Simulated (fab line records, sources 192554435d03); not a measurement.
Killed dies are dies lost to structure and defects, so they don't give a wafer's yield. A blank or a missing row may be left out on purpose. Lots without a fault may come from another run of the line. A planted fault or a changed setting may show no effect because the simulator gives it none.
Chamber matching | flow n5_finfet | N5_MOL_CONTACT_COAG_ETCHBACK_135 on rie_diel-06: 4 sister chambers
The step etches SiO2 in CHF3, target depth 25 nm, time 16.7 s. 8 wafers are shown with their chamber, then 7 later ones without.

WAFERS WITH THEIR CHAMBER
wafer  | chamber | rf_vpp_V (V) | showerhead_plenum_p_Torr (Torr)
L077.2 | 1       | 537          | 2.46
L077.4 | 2       | 505          | 2.36
L079.3 | 1       | 537          | 2.46
L079.4 | 0       | 499          | 2.51
L087.3 | 0       | 499          | 2.50
L087.5 | 3       | 526          | 2.45
L088.2 | 2       | 506          | 2.35
L088.3 | 3       | 526          | 2.45

WAFERS WITHOUT THEIR CHAMBER
wafer  | rf_vpp_V (V) | showerhead_plenum_p_Torr (Torr)
L088.6 | 526          | 2.45
L089.3 | 525          | 2.45
L089.4 | 506          | 2.35
L089.6 | 527          | 2.45
L097.1 | 498          | 2.49
L097.2 | 505          | 2.35
L097.5 | 507          | 2.35

WHICH CHAMBER EACH WENT THROUGH
wafer  | from the rows above | in truth
L088.6 | 3                   | 3
L089.3 | 3                   | 3
L089.4 | 2                   | 2
L089.6 | 3                   | 3
L097.1 | 0                   | 0
L097.2 | 2                   | 2
L097.5 | 2                   | 2
Placed correctly: 7 of 7. Can't be placed from these rows: 0. Placed wrongly: 0.
How it was worked out, from the rows above alone: a wafer's distance from a chamber is the root of the sum, over the readings, of the square of ((its reading less the chamber's mean) divided by the reading's scatter). The wafer belongs to the nearest chamber; if the next one is less than 2 further off, it can't be placed. A chamber's mean is the mean of its shown wafers. The scatter: the root of (the sum of the squares of (reading less its chamber's mean) over the shown wafers, divided by (wafers less chambers)).
